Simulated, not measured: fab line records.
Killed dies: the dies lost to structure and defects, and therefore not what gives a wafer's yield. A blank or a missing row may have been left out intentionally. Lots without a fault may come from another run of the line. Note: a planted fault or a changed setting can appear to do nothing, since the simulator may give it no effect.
Split-lot experiment    flow n5Finfet    39 wafers read from 7 lots, route of 1938 steps

## ABOUT THE SPLIT
At N5_BEOL_M3_TRENCH_ETCH_37 (etches SiOC in C4F6/O2, target depth 55.555 nm, time 29.2 s), the setting targetDepthA was moved away from the recipe's 555.55 angstrom on 15 of the 39 wafers read, by -49.6% to +55.4%. All remaining wafers had this setting at the recipe value.

The reading is taken at the split's own step.

## THE READING
TiN_of_BEOL_M3_HM_DEP_02.thkNm (the simulator's own value, which no gauge read), in nm, at N5_BEOL_M3_TRENCH_ETCH_37 (etches SiOC in C4F6/O2, target depth 55.555 nm, time 29.2 s). There is no usual value for it anywhere in the file. Average 17.6 nm, standard deviation 0.24 nm, over the 24 wafers here run with the recipe.

wafer   tool, chamber at the split  targetDepthA as run, angstrom  against the recipe  TiN_of_BEOL_M3_HM_DEP_02.thkNm, nm  against lot-mates on the recipe
L077.1  rieDiel-01, 3               555.55                         recipe              17.8                                -
L077.2  rieDiel-01, 0               555.55                         recipe              17.6                                -
L077.3  rieDiel-01, 1               555.55                         recipe              17.8                                -
L077.4  rieDiel-01, 2               555.55                         recipe              17.8                                -
L077.5  rieDiel-01, 2               555.55                         recipe              17.6                                -
L077.6  rieDiel-01, 1               555.55                         recipe              17.8                                -
L085.1  rieDiel-02, 2               280                            -49.6%              18.8                                +1.1
L085.2  rieDiel-02, 1               280                            -49.6%              18.8                                +1.1
L085.3  rieDiel-02, 0               555.55                         recipe              17.6                                -
L085.4  rieDiel-02, 3               555.55                         recipe              17.8                                -
L085.5  rieDiel-02, 2               555.55                         recipe              17.8                                -
L085.6  rieDiel-02, 3               280                            -49.6%              19                                  +1.3
L089.1  rieDiel-06, 3               863.4                          +55.4%              16                                  -1.5
L089.2  rieDiel-06, 0               863.4                          +55.4%              16.4                                -1.1
L089.3  rieDiel-06, 1               555.55                         recipe              17.6                                -
L089.4  rieDiel-06, 2               555.55                         recipe              17.4                                -
L089.5  rieDiel-06, 3               863.4                          +55.4%              16                                  -1.5
L089.6  rieDiel-06, 2               555.55                         recipe              17.6                                -
L091.1  rieDiel-06, 3               555.55                         recipe              17.6                                -
L091.2  rieDiel-06, 2               555.55                         recipe              17.8                                -
L091.3  rieDiel-06, 2               555.55                         recipe              17.8                                -
L092.1  rieDiel-01, 2               555.55                         recipe              17.4                                -
L092.2  rieDiel-01, 0               555.55                         recipe              17.6                                -
L092.3  rieDiel-01, 3               650.8                          +17.1%              17.4                                +0.0
L092.4  rieDiel-01, 1               650.8                          +17.1%              17                                  -0.4
L092.5  rieDiel-01, 1               650.8                          +17.1%              17.2                                -0.2
L092.6  rieDiel-01, 2               555.55                         recipe              17.2                                -
L094.1  rieDiel-02, 1               445.9                          -19.7%              17.8                                +0.7
L094.2  rieDiel-02, 0               555.55                         recipe              17.2                                -
L094.3  rieDiel-02, 2               555.55                         recipe              17                                  -
L094.4  rieDiel-02, 3               445.9                          -19.7%              18                                  +0.9
L094.5  rieDiel-02, 1               445.9                          -19.7%              17.6                                +0.5
L094.6  rieDiel-02, 2               555.55                         recipe              17.2                                -
L097.1  rieDiel-01, 0               555.55                         recipe              17.6                                -
L097.2  rieDiel-01, 3               366.4                          -34.0%              18.8                                +1.1
L097.3  rieDiel-01, 1               366.4                          -34.0%              18.2                                +0.5
L097.4  rieDiel-01, 2               366.4                          -34.0%              18.2                                +0.5
L097.5  rieDiel-01, 0               555.55                         recipe              18                                  -
L097.6  rieDiel-01, 1               555.55                         recipe              17.4                                -

THE FIT
A straight line over all 39 wafers: TiN_of_BEOL_M3_HM_DEP_02.thkNm changes by -0.0249 nm for each +1% of targetDepthA; r = -0.93; the points scatter about the line by 0.24 nm.
The same after taking each lot's own level away (the mean of its wafers on the recipe; 39 wafers): -0.0237 nm for each +1%; r = -0.95; scatter 0.18 nm.
That fit puts the effect of the largest move of targetDepthA on the reading at 1.3 nm.
Measured against the standard deviation above, the lots' own levels, which go from 17.13 to 17.73 nm, span 2.5 times it.
The two slopes agree, so the slope changes little with the lot-to-lot level.
Check: for one of the wafers moved furthest among these (+55.4%), held out of the fit, the line's prediction against its lot-mates is -1.25 nm. It came out at -1.53 nm against them.

## THE OTHER SPLITS THESE WAFERS WENT THROUGH
Before the reading, these wafers also passed through other splits. Each is held against what the fit with the lots' levels taken away leaves over:
other split on the same wafers  wafers away from the commonest value  r with TiN_of_BEOL_M3_HM_DEP_02.thkNm (lot level and that fit taken away)
N5_BEOL_M3_ILD_DEP_00 timeS     9                                     +0.09

## THE WHOLE CHAIN: every reading that the file lists as answering this split, in the file's order
step                       what it does                                                 reading                                                                          change (the file's fit)                 r (the file's)
N5_BEOL_M3_TRENCH_ETCH_37  etches SiOC in C4F6/O2, target depth 55.555 nm, time 29.2 s  etch.depthNm (the simulator's own value, which no gauge read)                    +0.55 nm for each +1% of the setting    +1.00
N5_BEOL_M3_TRENCH_ETCH_37  etches SiOC in C4F6/O2, target depth 55.555 nm, time 29.2 s  BEOL_M3.featureDepthNm (the simulator's own value, which no gauge read)          +0.55 nm for each +1% of the setting    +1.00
N5_BEOL_M3_TRENCH_ETCH_37  etches SiOC in C4F6/O2, target depth 55.555 nm, time 29.2 s  TiN_of_BEOL_M3_HM_DEP_02.thkNm (the simulator's own value, which no gauge read)  -0.0238 nm for each +1% of the setting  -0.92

## THE FILE'S OWN FIT
TiN_of_BEOL_M3_HM_DEP_02.thkNm changes by -0.0238 nm for each +1% of targetDepthA, r = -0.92.
